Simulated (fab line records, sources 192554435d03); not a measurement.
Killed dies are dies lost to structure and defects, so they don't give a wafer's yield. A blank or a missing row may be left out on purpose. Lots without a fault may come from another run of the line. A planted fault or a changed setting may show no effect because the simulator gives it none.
Chamber matching | flow n5_finfet | N5_BEOL_M15_ETCH_59 on rie_diel-05: 4 sister chambers
The step etches BARC in N2/H2, target depth 89 nm, overetch 26.7 nm, time 67.9 s. 30 wafers are shown with their chamber, then 12 later ones without.

WAFERS WITH THEIR CHAMBER
wafer  | chamber | showerhead_plenum_p_Torr (Torr) | drypump_motor_current_A (A) | throttle_valve_pct (%)
L074.1 | 1       | 2.59                            | 5.9                         | 17.27
L074.4 | 3       | 2.63                            | 5.8                         | 18.25
L074.6 | 1       | 2.59                            | 6.0                         | 17.27
L081.1 | 2       | 2.44                            | 5.1                         | 17.84
L081.2 | 1       | 2.58                            | 6.0                         | 17.28
L081.4 | 0       | 2.43                            | 5.2                         | 17.99
L079.1 | 0       | 2.43                            | 5.1                         | 18.00
L079.5 | 0       | 2.43                            | 5.1                         | 17.99
L079.6 | 3       | 2.62                            | 5.8                         | 18.26
L080.1 | 0       | 2.43                            | 5.1                         | 18.00
L080.3 | 2       | 2.44                            | 5.0                         | 17.83
L080.5 | 3       | 2.62                            | 5.8                         | 18.29
L083.1 | 2       | 2.44                            | 5.0                         | 17.82
L083.5 | 3       | 2.62                            | 5.8                         | 18.28
L083.6 | 0       | 2.43                            | 5.1                         | 18.00
L087.2 | 0       | 2.42                            | 5.2                         | 18.01
L087.5 | 1       | 2.58                            | 5.9                         | 17.30
L087.6 | 0       | 2.42                            | 5.1                         | 18.01
L089.1 | 1       | 2.58                            | 5.9                         | 17.30
L089.4 | 0       | 2.42                            | 5.1                         | 18.03
L089.6 | 1       | 2.58                            | 6.0                         | 17.32
L090.3 | 1       | 2.57                            | 6.0                         | 17.33
L090.4 | 2       | 2.43                            | 5.0                         | 17.85
L090.6 | 3       | 2.61                            | 5.8                         | 18.00
L093.3 | 0       | 2.42                            | 5.1                         | 18.04
L093.5 | 2       | 2.43                            | 5.0                         | 17.87
L093.6 | 3       | 2.61                            | 5.8                         | 18.00
L092.1 | 2       | 2.43                            | 5.1                         | 17.89
L092.2 | 0       | 2.42                            | 5.1                         | 18.03
L092.5 | 3       | 2.61                            | 5.8                         | 18.00

SIGNATURES (means of the wafers above)
reading                  | chamber 0 | chamber 1 | chamber 2 | chamber 3 | scatter within a chamber
showerhead_plenum_p_Torr | 2.4250    | 2.5814    | 2.4350    | 2.6171    | 0.00629
drypump_motor_current_A  | 5.120     | 5.957     | 5.033     | 5.800     | 0.0423
throttle_valve_pct       | 18.0100   | 17.2957   | 17.8500   | 18.1543   | 0.0722
Rule: a wafer's distance from a chamber is the root of the sum, over the readings, of the square of ((its reading less the chamber's mean) divided by the reading's scatter). The wafer belongs to the nearest chamber; if the next one is less than 2 further off, it can't be placed. The scatter: the root of (the sum of the squares of (reading less its chamber's mean) over the shown wafers, divided by (wafers less chambers)).

WAFERS WITHOUT THEIR CHAMBER
wafer  | showerhead_plenum_p_Torr (Torr) | drypump_motor_current_A (A) | throttle_valve_pct (%)
L094.2 | 2.57                            | 5.9                         | 17.34
L094.3 | 2.42                            | 5.2                         | 18.04
L094.6 | 2.42                            | 5.1                         | 18.02
L095.2 | 2.43                            | 5.0                         | 17.89
L095.5 | 2.57                            | 6.0                         | 17.33
L095.6 | 2.61                            | 5.8                         | 18.02
L097.2 | 2.43                            | 5.0                         | 17.89
L097.3 | 2.61                            | 5.8                         | 18.03
L097.6 | 2.43                            | 5.0                         | 17.88
L096.4 | 2.43                            | 5.0                         | 17.89
L096.5 | 2.57                            | 6.0                         | 17.35
L096.6 | 2.61                            | 5.8                         | 18.01

WHICH CHAMBER EACH WENT THROUGH
wafer  | from the rows above | in truth
L094.2 | 1                   | 1
L094.3 | 0                   | 0
L094.6 | 0                   | 0
L095.2 | 2                   | 2
L095.5 | 1                   | 1
L095.6 | 3                   | 3
L097.2 | 2                   | 2
L097.3 | 3                   | 3
L097.6 | 2                   | 2
L096.4 | 2                   | 2
L096.5 | 1                   | 1
L096.6 | 3                   | 3
Placed correctly: 12 of 12. Can't be placed from these rows: 0. Placed wrongly: 0.
